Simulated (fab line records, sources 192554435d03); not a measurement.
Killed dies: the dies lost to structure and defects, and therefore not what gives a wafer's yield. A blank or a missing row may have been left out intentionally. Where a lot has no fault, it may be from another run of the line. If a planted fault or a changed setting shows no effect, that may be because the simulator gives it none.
Matching of chambers || flow n5 finfet || N5_BEOL_M13_VIA_ETCH_16 on rie diel-03 has 4 sister chambers
The step etches SiOC in C4F8/O2/Ar, target depth 921.7 nm. 8 wafers are shown with their chamber, then 10 later ones without.

WAFERS WITH THEIR CHAMBER
{"wafer": "L074.4", "chamber": 1, "throttle valve pct (%)": 24.31, "drypump motor current A (A)": 5.9}
{"wafer": "L082.2", "chamber": 1, "throttle valve pct (%)": 24.30, "drypump motor current A (A)": 5.9}
{"wafer": "L085.4", "chamber": 0, "throttle valve pct (%)": 23.86, "drypump motor current A (A)": 5.2}
{"wafer": "L087.2", "chamber": 2, "throttle valve pct (%)": 24.19, "drypump motor current A (A)": 6.0}
{"wafer": "L087.4", "chamber": 3, "throttle valve pct (%)": 24.06, "drypump motor current A (A)": 5.7}
{"wafer": "L087.5", "chamber": 2, "throttle valve pct (%)": 24.19, "drypump motor current A (A)": 6.0}
{"wafer": "L091.1", "chamber": 0, "throttle valve pct (%)": 23.89, "drypump motor current A (A)": 5.3}
{"wafer": "L091.2", "chamber": 3, "throttle valve pct (%)": 24.06, "drypump motor current A (A)": 5.7}

WAFERS WITH NO CHAMBER GIVEN
{"wafer": "L091.4", "throttle valve pct (%)": 24.19, "drypump motor current A (A)": 6.0}
{"wafer": "L092.2", "throttle valve pct (%)": 24.34, "drypump motor current A (A)": 5.9}
{"wafer": "L092.4", "throttle valve pct (%)": 23.87, "drypump motor current A (A)": 5.3}
{"wafer": "L092.5", "throttle valve pct (%)": 23.87, "drypump motor current A (A)": 5.3}
{"wafer": "L094.1", "throttle valve pct (%)": 24.32, "drypump motor current A (A)": 5.9}
{"wafer": "L094.2", "throttle valve pct (%)": 24.08, "drypump motor current A (A)": 5.7}
{"wafer": "L094.3", "throttle valve pct (%)": 23.87, "drypump motor current A (A)": 5.3}
{"wafer": "L097.4", "throttle valve pct (%)": 24.08, "drypump motor current A (A)": 5.7}
{"wafer": "L097.5", "throttle valve pct (%)": 23.90, "drypump motor current A (A)": 5.3}
{"wafer": "L097.6", "throttle valve pct (%)": 23.90, "drypump motor current A (A)": 6.0}

WHICH CHAMBER EACH ONE RAN IN
{"wafer": "L091.4", "from the rows above": 2, "in truth": 2}
{"wafer": "L092.2", "from the rows above": 1, "in truth": 1}
{"wafer": "L092.4", "from the rows above": 0, "in truth": 0}
{"wafer": "L092.5", "from the rows above": 0, "in truth": 0}
{"wafer": "L094.1", "from the rows above": 1, "in truth": 1}
{"wafer": "L094.2", "from the rows above": 3, "in truth": 3}
{"wafer": "L094.3", "from the rows above": 0, "in truth": 0}
{"wafer": "L097.4", "from the rows above": 3, "in truth": 3}
{"wafer": "L097.5", "from the rows above": 0, "in truth": 0}
{"wafer": "L097.6", "from the rows above": 3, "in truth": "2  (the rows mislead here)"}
Correct placement for 9 of the 10. Can't be placed from these rows: 0. 1 placed wrongly.
How it was worked out, from the rows above alone: a wafer's distance from a chamber is the root of the sum, over the readings, of the square of ((its reading less the chamber's mean) divided by the reading's scatter). If the next closest chamber is less than 2 further off than the closest, the wafer can't be placed; otherwise it belongs to the closest. The mean given for a chamber averages the wafers shown for that chamber. The scatter: take each reading less its chamber's mean, square it, sum over the shown wafers, divide by the number of wafers less the number of chambers, and take the root.
